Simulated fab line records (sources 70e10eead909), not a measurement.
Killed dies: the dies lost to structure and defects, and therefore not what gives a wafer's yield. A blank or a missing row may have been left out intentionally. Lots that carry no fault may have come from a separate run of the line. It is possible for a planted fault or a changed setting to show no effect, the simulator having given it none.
Which tool did it? | flow nand harc | 21 wafers from 7 lots sampled at 4 of the route's 1302 steps

WHAT THE GAUGES READ, wafer by wafer
NHARC_THIN_TSV_CD_MEAS_37.
lot  | measured     | on        | cd nm (nm)
L326 | day 25 01:53 | cd sem-02 | 5009 5005 5008
L328 | day 25 13:30 | cd sem-01 | 5008 5001 4996
L332 | day 26 13:26 | cd sem-01 | 4997 4999 5004
L342 | day 31 02:25 | cd sem-01 | 5005 4999 4996
L344 | day 31 18:23 | cd sem-03 | 4997 5000 4998
L347 | day 32 11:23 | cd sem-01 | 4996 4995 5001
L348 | day 33 11:55 | cd sem-03 | 5003 5002 5003

WHAT TOOL EACH LOT RAN ON (gives the tool, then ch and the chambers of the sampled wafers, and finally the start)
lot  | NHARC_THIN_TSV_PVD_19                   | NHARC_THIN_TSV_DEGAS_53      | NHARC_THIN_TSV_ETCH_59
L326 | pvd sputter-01, day 24 23:26 or earlier | pvd sputter-03, day 24 23:26 | rie metal-03 ch 0,1, day 25 00:44
L328 | pvd sputter-03, day 25 10:54 or earlier | pvd sputter-03, day 25 10:54 | rie metal-01 ch 0,1, day 25 12:20
L332 | pvd sputter-02, day 26 10:40 or earlier | pvd sputter-03, day 26 10:40 | rie metal-01 ch 1, day 26 12:05
L342 | pvd sputter-03, day 30 23:45 or earlier | pvd sputter-01, day 30 23:45 | rie metal-01 ch 0,1, day 31 01:11
L344 | pvd sputter-02, day 31 15:46 or earlier | pvd sputter-03, day 31 15:46 | rie metal-02 ch 0,1, day 31 17:17
L347 | pvd sputter-02, day 32 08:47 or earlier | pvd sputter-03, day 32 08:47 | rie metal-02 ch 0,1, day 32 10:14
L348 | pvd sputter-03, day 33 09:20 or earlier | pvd sputter-02, day 33 09:20 | rie metal-02 ch 0,1, day 33 10:48
- NHARC_THIN_TSV_PVD_19: deposits TaN, target thk 20 nm.
- NHARC_THIN_TSV_DEGAS_53: time 60 s.
- NHARC_THIN_TSV_ETCH_59: etches the open film in Cl2/BCl3, target depth 880 nm, time 138.1 s.

THE ANSWER, worked out from the rows above alone
Rule: usual is defined by the lots themselves. The widest of any qualifying gaps counts: lots, ordered by their means at a reading, are off when they make up no more than a third of the lots, leave a main group of 4 or more, and stand apart from it by 3 or more times the standard deviation of that group's means. A main group whose means are all the same, to the digits that the tables above print for the reading, isn't used. A lot without any number at a reading at which 4 lots or more have one is off too. Where the step has rows for the other lots, those lots are counted as sound.
Across all readings shown, no lot is off: no conclusion can be drawn from this.

WHAT THE SIMULATOR HAD INSERTED
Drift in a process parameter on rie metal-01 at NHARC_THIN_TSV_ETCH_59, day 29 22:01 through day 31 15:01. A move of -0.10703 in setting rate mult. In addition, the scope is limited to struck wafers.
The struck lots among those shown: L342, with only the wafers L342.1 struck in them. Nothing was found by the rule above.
